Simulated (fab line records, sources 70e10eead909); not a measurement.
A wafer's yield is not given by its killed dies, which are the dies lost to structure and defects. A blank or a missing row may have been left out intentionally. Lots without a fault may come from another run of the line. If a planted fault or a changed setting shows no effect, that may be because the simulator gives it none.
Matching of chambers || flow nand harc || rie diel-09 running NHARC_A_STAIRCASE_TRIM_196: 4 sister chambers
The step chemistry O2, time 211.2 s. 14 wafers are shown with their chamber, then 7 later ones without.

EACH WAFER AND ITS CHAMBER
{"wafer": "L076.2", "chamber": 2, "showerhead plenum p Torr (Torr)": 3.77, "drypump motor current A (A)": 5.7, "oes product au (a.u.)": 1.005}
{"wafer": "L076.4", "chamber": 3, "showerhead plenum p Torr (Torr)": 3.71, "drypump motor current A (A)": 5.1, "oes product au (a.u.)": 1.025}
{"wafer": "L076.6", "chamber": 3, "showerhead plenum p Torr (Torr)": 3.71, "drypump motor current A (A)": 5.1, "oes product au (a.u.)": 1.033}
{"wafer": "L078.2", "chamber": 0, "showerhead plenum p Torr (Torr)": 3.61, "drypump motor current A (A)": 6.0, "oes product au (a.u.)": 0.976}
{"wafer": "L078.4", "chamber": 1, "showerhead plenum p Torr (Torr)": 3.56, "drypump motor current A (A)": 5.8, "oes product au (a.u.)": 0.992}
{"wafer": "L078.5", "chamber": 2, "showerhead plenum p Torr (Torr)": 3.77, "drypump motor current A (A)": 5.8, "oes product au (a.u.)": 1.002}
{"wafer": "L080.2", "chamber": 3, "showerhead plenum p Torr (Torr)": 3.70, "drypump motor current A (A)": 5.1, "oes product au (a.u.)": 1.009}
{"wafer": "L080.3", "chamber": 2, "showerhead plenum p Torr (Torr)": 3.77, "drypump motor current A (A)": 5.7, "oes product au (a.u.)": 1.004}
{"wafer": "L080.5", "chamber": 2, "showerhead plenum p Torr (Torr)": 3.77, "drypump motor current A (A)": 5.8, "oes product au (a.u.)": 0.994}
{"wafer": "L085.1", "chamber": 0, "showerhead plenum p Torr (Torr)": 3.60, "drypump motor current A (A)": 5.9, "oes product au (a.u.)": 0.980}
{"wafer": "L085.2", "chamber": 2, "showerhead plenum p Torr (Torr)": 3.76, "drypump motor current A (A)": 5.8, "oes product au (a.u.)": 1.008}
{"wafer": "L085.4", "chamber": 3, "showerhead plenum p Torr (Torr)": 3.70, "drypump motor current A (A)": 5.1, "oes product au (a.u.)": 1.003}
{"wafer": "L089.1", "chamber": 3, "showerhead plenum p Torr (Torr)": 3.69, "drypump motor current A (A)": 5.1, "oes product au (a.u.)": 1.002}
{"wafer": "L089.3", "chamber": 2, "showerhead plenum p Torr (Torr)": 3.76, "drypump motor current A (A)": 5.8, "oes product au (a.u.)": 0.991}

SIGNATURES, as means of the wafers listed above
{"reading": "showerhead plenum p Torr", "chamber 0": 3.6050, "chamber 1": 3.5600, "chamber 2": 3.7667, "chamber 3": 3.7020, "scatter within a chamber": 0.00681}
{"reading": "drypump motor current A", "chamber 0": 5.950, "chamber 1": 5.800, "chamber 2": 5.767, "chamber 3": 5.100, "scatter within a chamber": 0.0428}
{"reading": "oes product au", "chamber 0": 0.97800, "chamber 1": 0.99200, "chamber 2": 1.00067, "chamber 3": 1.01440, "scatter within a chamber": 0.01}
Rule: for a wafer and a chamber, the distance is found by dividing, reading by reading, the gap between the wafer's reading and the chamber's mean by the reading's scatter, squaring, summing and taking the root. If the next closest chamber is less than 2 further off than the closest, the wafer can't be placed; otherwise it belongs to the closest. How the scatter is found: for the shown wafers, subtract from each reading the mean of its chamber, square and add these, divide the total by (wafers less chambers), then take the root.

WAFERS MISSING THEIR CHAMBER
{"wafer": "L089.6", "showerhead plenum p Torr (Torr)": 3.55, "drypump motor current A (A)": 5.8, "oes product au (a.u.)": 0.990}
{"wafer": "L093.1", "showerhead plenum p Torr (Torr)": 3.69, "drypump motor current A (A)": 5.1, "oes product au (a.u.)": 1.005}
{"wafer": "L093.5", "showerhead plenum p Torr (Torr)": 3.59, "drypump motor current A (A)": 6.0, "oes product au (a.u.)": 0.975}
{"wafer": "L093.6", "showerhead plenum p Torr (Torr)": 3.54, "drypump motor current A (A)": 5.8, "oes product au (a.u.)": 0.988}
{"wafer": "L094.1", "showerhead plenum p Torr (Torr)": 3.54, "drypump motor current A (A)": 5.8, "oes product au (a.u.)": 0.982}
{"wafer": "L094.2", "showerhead plenum p Torr (Torr)": 3.69, "drypump motor current A (A)": 5.1, "oes product au (a.u.)": 1.005}
{"wafer": "L094.4", "showerhead plenum p Torr (Torr)": 3.59, "drypump motor current A (A)": 5.9, "oes product au (a.u.)": 0.972}

EACH ONE'S CHAMBER
{"wafer": "L089.6", "from the rows above": 1, "in truth": 1}
{"wafer": "L093.1", "from the rows above": 3, "in truth": 3}
{"wafer": "L093.5", "from the rows above": 0, "in truth": 0}
{"wafer": "L093.6", "from the rows above": 1, "in truth": 1}
{"wafer": "L094.1", "from the rows above": 1, "in truth": 1}
{"wafer": "L094.2", "from the rows above": 3, "in truth": 3}
{"wafer": "L094.4", "from the rows above": 0, "in truth": 0}
Correct placement for 7 of the 7. From these rows, 0 cannot be placed. Number placed wrongly: 0.
